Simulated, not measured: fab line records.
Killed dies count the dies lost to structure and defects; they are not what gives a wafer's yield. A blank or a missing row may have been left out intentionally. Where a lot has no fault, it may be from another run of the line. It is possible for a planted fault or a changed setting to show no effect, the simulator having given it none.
Shared-tool check | flow nand harc | 14 lots and 42 wafers in the sample

WHAT PROMPTED THE OPENING
Flagged at NHARC_A_ONON_D2_THK_MEAS_21: reading thk nm, on 2 of 14 lots. Wafers without a fault read 1001 nm, standard deviation 8.6.
Rule: a lot is flagged in two cases, either no wafer of it has a number, or all its wafers with numbers fall more than 4 standard deviations from that mean. All remaining lots are regarded as sound.

lot  | measured     | on            | thk nm (nm), wafer by wafer | flag
L987 | day 12 16:36 | film metro-02 | 1001 1000 1000              |
L988 | day 13 06:40 | film metro-01 | 1007 1005 1005              |
L990 | day 14 10:34 | film metro-01 | 1488 1487 1488              | FLAGGED
L992 | day 14 15:41 | film metro-01 | 1508 1509 1508              | FLAGGED
L101 | day 18 19:58 | film metro-02 | 1001 1002 1001              |
L100 | day 18 19:59 | film metro-01 | 989 989 989                 |
L104 | day 19 10:26 | film metro-01 | 1013 1012 1012              |
L102 | day 19 10:26 | film metro-02 | 999 996 1000                |
L103 | day 19 10:26 | film metro-01 | 985 985 987                 |
L105 | day 20 08:23 | film metro-02 | 994 994 994                 |
L106 | day 20 16:38 | film metro-01 | 1006 1006 1006              |
L107 | day 21 00:47 | film metro-02 | 1002 1002 999               |
L109 | day 21 17:38 | film metro-01 | 1012 1012 1014              |
L110 | day 22 18:20 | film metro-01 | 989 990 988                 |
Average over the flagged lots: 1498 nm; offset from the usual +497 nm, equal to +58 standard deviations.

EACH LOT AND THE TOOL IT RAN ON
The record holds 1 process step before the reading, out of a route of 1302 steps. Cell contents, in order: the tool; ch with the chambers the sampled wafers went through; the start.
lot  | flag    | NHARC_A_ONON_D2_DEP_19
L987 |         | pecvd onon-02 ch 0, day 12 16:13
L988 |         | pecvd onon-02 ch 0, day 13 06:09
L990 | FLAGGED | pecvd onon-02 ch 0, day 14 10:02
L992 | FLAGGED | pecvd onon-02 ch 0, day 14 15:14
L101 |         | pecvd onon-04 ch 0, day 18 19:28
L100 |         | pecvd onon-01 ch 0, day 18 19:28
L104 |         | pecvd onon-02 ch 0, day 19 09:55
L102 |         | pecvd onon-04 ch 0, day 19 09:59
L103 |         | pecvd onon-01 ch 0, day 19 10:02
L105 |         | pecvd onon-02 ch 0, day 20 07:56
L106 |         | pecvd onon-01 ch 0, day 20 16:08
L107 |         | pecvd onon-02 ch 0, day 21 00:17
L109 |         | pecvd onon-02 ch 0, day 21 17:07
L110 |         | pecvd onon-04 ch 0, day 22 17:53
What the steps here do:
- NHARC_A_ONON_D2_DEP_19: target thk 1000 nm.
- NHARC_A_ONON_D2_THK_MEAS_21: measures by ellipsometry.

FLAGGED OVER TOTAL, TOOL BY TOOL (the gauges that took the reading come last)
step                        | tool          | lots run | flagged | share of the flagged lots | sound lots run after its first flagged lot
NHARC_A_ONON_D2_DEP_19      | pecvd onon-01 | 3        | 0       | none                      | -
NHARC_A_ONON_D2_DEP_19      | pecvd onon-02 | 8        | 2       | all                       | 4 (L104,L105,L107,L109)
NHARC_A_ONON_D2_DEP_19      | pecvd onon-04 | 3        | 0       | none                      | -
NHARC_A_ONON_D2_THK_MEAS_21 | film metro-01 | 9        | 2       | all                       | 6 (L100,L104,L103,L106,L109,L110)
NHARC_A_ONON_D2_THK_MEAS_21 | film metro-02 | 5        | 0       | none                      | -

WHAT THE TABLE PERMITS
pecvd onon-02 at NHARC_A_ONON_D2_DEP_19 and film metro-01 at NHARC_A_ONON_D2_THK_MEAS_21 are the 2 rows of the table that ran each flagged lot.
- pecvd onon-02 at NHARC_A_ONON_D2_DEP_19 ran 8 lots, 2 of them flagged. Sound lots ran on it after the first flagged one (L104, L105, L107, L109), which a lasting fault on the whole tool wouldn't allow.
- film metro-01 at NHARC_A_ONON_D2_THK_MEAS_21 ran 9 lots, 2 of them flagged. Sound lots ran on it after the first flagged one (L100, L104, L103, L106, L109, L110), which a lasting fault on the whole tool wouldn't allow.
There is no row in the table that ran each flagged lot and no sound lot after the first.

WHAT HAD BEEN PUT IN BY THE SIMULATOR
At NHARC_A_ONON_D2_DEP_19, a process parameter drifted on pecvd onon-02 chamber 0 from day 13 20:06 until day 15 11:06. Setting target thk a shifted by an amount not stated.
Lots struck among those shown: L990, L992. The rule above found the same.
